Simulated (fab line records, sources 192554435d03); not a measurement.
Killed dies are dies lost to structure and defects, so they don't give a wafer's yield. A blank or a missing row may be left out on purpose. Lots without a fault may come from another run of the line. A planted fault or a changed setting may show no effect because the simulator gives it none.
Which tool did it? | flow n5_finfet | 24 lots, 72 wafers sampled, at 3 steps of a route of 1938

WHAT THE GAUGES READ, wafer by wafer
N5_STI_FIN_REVEAL_CD_MEAS_22: target cd 6.238 nm, pitch 28 nm. Usual: cd_nm 6.23 nm, standard deviation 0.27.
lot  | measured    | on        | cd_nm (nm)     | flag
L074 | day 2 14:04 | cd_sem-01 | 6.80 6.29 6.85 |
L075 | day 2 19:38 | cd_sem-02 | 6.63 5.85 6.15 |
L076 | day 3 04:49 | cd_sem-02 | 5.94 5.96 5.94 |
L077 | day 3 06:55 | cd_sem-01 | 6.53 6.13 6.23 |
L078 | day 3 12:21 | cd_sem-03 | 6.36 6.70 5.56 |
L079 | day 3 20:34 | cd_sem-01 | 5.86 6.27 6.44 |
L080 | day 4 02:16 | cd_sem-01 | 6.36 5.98 6.18 |
L081 | day 4 08:16 | cd_sem-03 | 6.08 6.15 6.15 |
L082 | day 4 14:05 | cd_sem-01 | 6.27 6.82 6.30 |
L083 | day 5 03:28 | cd_sem-02 | 6.44 5.97 6.07 |
L084 | day 5 04:14 | cd_sem-02 | 6.58 6.02 5.99 |
L085 | day 5 07:34 | cd_sem-03 | 6.20 5.81 5.96 |
L086 | day 5 13:00 | cd_sem-03 | 6.07 6.63 5.74 |
L087 | day 5 19:55 | cd_sem-01 | 6.56 5.82 6.69 |
L088 | day 6 04:56 | cd_sem-01 | 6.20 6.22 6.18 |
L089 | day 6 06:56 | cd_sem-01 | 6.15 6.51 6.47 |
L090 | day 6 15:02 | cd_sem-01 | 6.44 6.22 6.23 |
L091 | day 6 20:35 | cd_sem-02 | 5.75 6.38 6.34 |
L092 | day 7 03:52 | cd_sem-01 | 6.30 5.72 6.01 |
L093 | day 7 10:23 | cd_sem-01 | 6.50 6.30 6.36 |
L094 | day 7 15:05 | cd_sem-02 | 5.99 6.31 6.11 |
L095 | day 7 19:30 | cd_sem-02 | 6.39 6.53 5.89 |
L096 | day 8 01:13 | cd_sem-02 | 6.32 6.51 6.36 |
L097 | day 8 07:34 | cd_sem-01 | 6.51 6.27 6.12 |

N5_DUMMY_GATE_CD_MEAS_24: target cd 15 nm. Usual: cd_nm 15.0 nm, standard deviation 0.43.
lot  | measured    | on        | cd_nm (nm)     | flag
L074 | day 2 23:49 | cd_sem-02 | 15.2 15.0 15.3 |
L075 | day 3 05:21 | cd_sem-01 | 14.9 15.5 15.5 |
L076 | day 3 14:46 | cd_sem-02 | 15.7 15.3 15.3 |
L077 | day 3 16:52 | cd_sem-01 | 14.8 15.1 14.7 |
L078 | day 3 22:32 | cd_sem-03 | 15.1 14.9 15.2 |
L079 | day 4 06:22 | cd_sem-01 | 15.1 15.0 15.1 |
L080 | day 4 13:29 | cd_sem-03 | 15.6 15.2 14.5 |
L081 | day 4 18:01 | cd_sem-01 | 14.6 14.7 14.9 |
L082 | day 5 00:50 | cd_sem-02 | 14.8 14.5 14.4 |
L083 | day 5 13:13 | cd_sem-01 | 15.2 15.2 15.4 |
L084 | day 5 16:59 | cd_sem-01 | 14.9 15.1 14.6 |
L085 | day 5 18:02 | cd_sem-03 | 14.5 14.3 14.4 |
L086 | day 6 01:04 | cd_sem-01 | 14.7 15.1 15.2 |
L087 | day 6 05:46 | cd_sem-03 | 14.9 15.2 15.8 |
L088 | day 6 14:53 | cd_sem-01 | 15.7 15.2 14.9 |
L089 | day 6 16:52 | cd_sem-03 | 14.9 15.3 15.7 |
L090 | day 7 04:56 | cd_sem-02 | 15.0 15.3 15.0 |
L091 | day 7 06:28 | cd_sem-01 | 15.0 15.7 15.1 |
L092 | day 7 15:46 | cd_sem-02 | 14.4 15.0 15.0 |
L093 | day 7 20:07 | cd_sem-03 | 14.9 15.6 14.5 |
L094 | day 8 00:50 | cd_sem-03 | 15.5 14.5 15.3 |
L095 | day 8 07:16 | cd_sem-02 | 15.0 15.3 14.9 |
L096 | day 8 11:30 | cd_sem-02 | 15.8 15.3 15.2 |
L097 | day 8 17:19 | cd_sem-03 | 14.7 16.4 15.0 |

WHICH TOOL RAN EACH LOT (tool, then ch and the chambers of the sampled wafers, then the start)
lot  | N5_DUMMY_GATE_CMP_04
L074 | cmp-01 ch 0,1,2, day 2 18:08
L075 | cmp-04 ch 0,1,2, day 2 23:46
L076 | cmp-02 ch 0,1,3, day 3 08:53
L077 | cmp-01 ch 0,1,3, day 3 11:02
L078 | cmp-01 ch 0,1,3, day 3 16:48
L079 | cmp-02 ch 1,2,3, day 4 00:40
L080 | cmp-01 ch 2,3, day 4 07:51
L081 | cmp-01 ch 0,1,2, day 4 12:26
L082 | cmp-01 ch 1,2, day 4 19:07
L083 | cmp-04 ch 1,3, day 5 07:32
L084 | cmp-04 ch 0,1,2, day 5 08:25
L085 | cmp-04 ch 2,3, day 5 12:04
L086 | cmp-04 ch 1,2,3, day 5 19:24
L087 | cmp-04 ch 0,1,3, day 5 23:58
L088 | cmp-01 ch 0,2,3, day 6 09:11
L089 | cmp-01 ch 1,2,3, day 6 11:01
L090 | cmp-04 ch 1,2, day 6 21:24
L091 | cmp-02 ch 1,2,3, day 7 00:50
L092 | cmp-04 ch 0,2,3, day 7 10:08
L093 | cmp-04 ch 2,3, day 7 14:28
L094 | cmp-04 ch 0,3, day 7 19:10
L095 | cmp-04 ch 1,2,3, day 8 01:32
L096 | cmp-02 ch 0,1, day 8 05:52
L097 | cmp-01 ch 0,1,3, day 8 11:42
- N5_DUMMY_GATE_CMP_04: polishes a-Si.

WHAT THE TOOLS THEMSELVES READ (means of the sampled wafers that have a number; where no wafer has one, the mark that the record gives instead)
N5_DUMMY_GATE_CMP_04. Usual: motor_current_A 9.9 A, standard deviation 0.94; time_to_endpoint_s 13.4 s, standard deviation 2.
lot  | tool   | motor_current_A (A) | time_to_endpoint_s (s) | flag
L074 | cmp-01 | 9.6                 | 12.9                   |
L075 | cmp-04 | 9.9                 | 10.1                   |
L076 | cmp-02 | 10.0                | 11.0                   |
L077 | cmp-01 | 9.3                 | 12.9                   |
L078 | cmp-01 | 9.4                 | 12.7                   |
L079 | cmp-02 | 10.3                | 14.6                   |
L080 | cmp-01 | 9.2                 | 13.2                   |
L081 | cmp-01 | 9.6                 | 14.1                   |
L082 | cmp-01 | 10.3                | 13.0                   |
L083 | cmp-04 | 9.8                 | 17.8                   |
L084 | cmp-04 | 9.7                 | 11.6                   |
L085 | cmp-04 | 10.2                | 13.8                   |
L086 | cmp-04 | 10.3                | 13.0                   |
L087 | cmp-04 | 9.6                 | 15.8                   |
L088 | cmp-01 | 9.1                 | 11.7                   |
L089 | cmp-01 | 10.0                | 11.4                   |
L090 | cmp-04 | 10.0                | 13.7                   |
L091 | cmp-02 | 10.1                | 13.7                   |
L092 | cmp-04 | 10.0                | 12.3                   |
L093 | cmp-04 | 10.3                | 14.0                   |
L094 | cmp-04 | 10.0                | 14.3                   |
L095 | cmp-04 | 10.3                | 16.3                   |
L096 | cmp-02 | 10.3                | 14.6                   |
L097 | cmp-01 | 9.1                 | 11.8                   |

THE ANSWER, worked out from the rows above alone
Rule: a lot is off if the mean of its wafers that have a number lies more than 3 standard deviations from the usual mean. A lot without any number at a reading at which 4 lots or more have one is off too. The other lots that the step has rows for count as sound. The gauges are gone through in route order, then the tools' own readings, and for those a lot's mean is taken as printed above. The first step at which some lot is off is used, and at that step the reading that is off furthest; a lot without a number counts as furthest.
No lot is off at any reading shown: from this, nothing can be told.

WHAT THE SIMULATOR HAD PUT IN
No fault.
